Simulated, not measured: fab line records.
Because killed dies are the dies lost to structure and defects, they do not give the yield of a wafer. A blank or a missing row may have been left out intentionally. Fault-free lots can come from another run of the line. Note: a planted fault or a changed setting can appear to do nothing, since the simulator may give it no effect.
A struck lot beside a sound one + flow n5-finfet + 35 out of 1938 route steps
Sound: the wafers L413.1, L413.2, L413.6. Struck: wafer L428.4 (left out: L428.2, L428.5 of the same lot, which were not struck); the cause appears at the end.
Per side, at each step with rows, come the tool, then ch with its chambers, and then its first start. Under that, the readings that differ: sound wafers + struck wafers + difference of the means + sigmas: that difference in standard deviations of wafers without a fault.
alike: same words and numbers on both sides, and readings whose means sit less than 2 such deviations apart. not compared: any withheld reading, any reading some wafer has no value for, any bound like >300 that may hide the same value, and any number with overlapping values for which the record gives no deviation.
Wherever a step has rows on one side only, a row that says differs or no value, or a row with sigmas, the two part there. Non-overlapping numbers with no deviation appear without sigmas and do not part them. A reading missing from all wafers of one side parts the sides only when that side holds two or more wafers.

first, 9 steps without rows for these wafers: N5_BEOL_M6_SOFTBAKE_06 (time 60 s); N5_BEOL_M6_EXPOSE_08 (exposes mask M6); N5_BEOL_M6_PEB_09 (peb time 60 s); N5_BEOL_M6_DEVELOP_10 (develop time 30 s); N5_BEOL_M6_DESCUM_16 (chemistry O2, time 7.9 s); N5_BEOL_M6_ETCH_61 (etches SiARC in CF4, target depth 45.5 nm, time 75.8 s); N5_BEOL_M6_ETCH_62 (etches SOC in N2/H2, target depth 110 nm, overetch 22 nm, time 165 s); N5_BEOL_M6_STRIP_68 (strips in N2/H2); N5_BEOL_M6_STRIP_67 (strips in CF4).
N5_BEOL_M6_HM_OPEN_17: chemistry Cl2/BCl3, target TiN, target depth 20 nm, overetch 6 nm.
  sound on rie-metal-02 ch 0,1, day 9 06:23; struck on rie-metal-01 ch 0, day 13 03:31
| reading                     | sound       | struck | difference | sigmas |
|-----------------------------|-------------|--------|------------|--------|
| drypump-motor-current-A (A) | 6.0 6.1 6.1 | 5.1    | -1.0       | -2     |
  alike: chamber-pressure-mTorr, mfc-ar-sccm, oes-product-au, throttle-valve-pct
  not compared: rf-hours-counter-h
then, 24 steps without rows for these wafers: N5_BEOL_M6_STRIP_19 (strips in O2); N5_BEOL_M6_COAT_63 (time 60 s, resist thk 60 nm); N5_BEOL_M6_COAT_64 (time 60 s, resist thk 12 nm); N5_BEOL_M6_COAT_71 (time 60 s, resist thk 5 nm); N5_BEOL_M6_COAT_22 (resist thk 30 nm); N5_BEOL_M6_EBR_24; N5_BEOL_M6_SOFTBAKE_23 (time 60 s); N5_BEOL_M6_EXPOSE_25 (exposes mask V5, target cd 40 nm); N5_BEOL_M6_PEB_26 (peb time 60 s); N5_BEOL_M6_DEVELOP_27 (develop time 30 s); N5_BEOL_M6_DESCUM_33 (chemistry O2, time 7 s); N5_BEOL_M6_ETCH_72 (etches underlayer in N2/H2, target depth 6.5 nm, time 5.2 s); N5_BEOL_M6_ETCH_65 (etches SiARC in CF4, target depth 15.6 nm, time 26 s); N5_BEOL_M6_ETCH_66 (etches SOC in N2/H2, target depth 80 nm, overetch 16 nm, time 120 s); N5_BEOL_M6_STRIP_69 (strips in N2/H2); N5_BEOL_M6_STRIP_73 (strips in N2/H2); N5_BEOL_M6_VIA_ETCH_34 (etches SiCOH lowk in C4F6/O2, target depth 126.3 nm, time 50.9 s); N5_BEOL_M6_STRIP_76 (strips in C4F6/O2); N5_BEOL_M6_STRIP_36 (strips in N2/H2); N5_BEOL_M6_TRENCH_ETCH_37 (etches SiCOH lowk in C4F6/O2, target depth 94.435 nm, time 31.5 s); N5_BEOL_M6_ETCH_41 (etches SiCN in CH3F/O2, target depth 29.7 nm, time 52 s); N5_BEOL_M6_STRIP_80 (strips in N2/H2, time 10 s); N5_BEOL_M6_HM_STRIP_39 (strips TiN in peroxide tin strip, target depth 25 nm, time 158 s); N5_BEOL_M6_SRD_40 (time 30 s).
-- a jump in the record: the struck wafers' starts before and after are 4 days apart (it breaks off in module BEOL_M6 and resumes in module PASSIVATION, where the first step shown is number 1936 of the route) --
N5_PASSIVATION_PROBE_49:
  the record has rows for the struck wafers here (prober-02, day 16 23:20) and none for the sound ones

WHERE THEY PART
Earliest at N5_BEOL_M6_HM_OPEN_17; latest, in this record, at N5_PASSIVATION_PROBE_49.

WHY: whatever the simulator had introduced
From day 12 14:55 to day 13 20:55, rie-metal-01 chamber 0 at N5_BEOL_M6_HM_OPEN_17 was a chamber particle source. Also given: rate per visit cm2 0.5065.
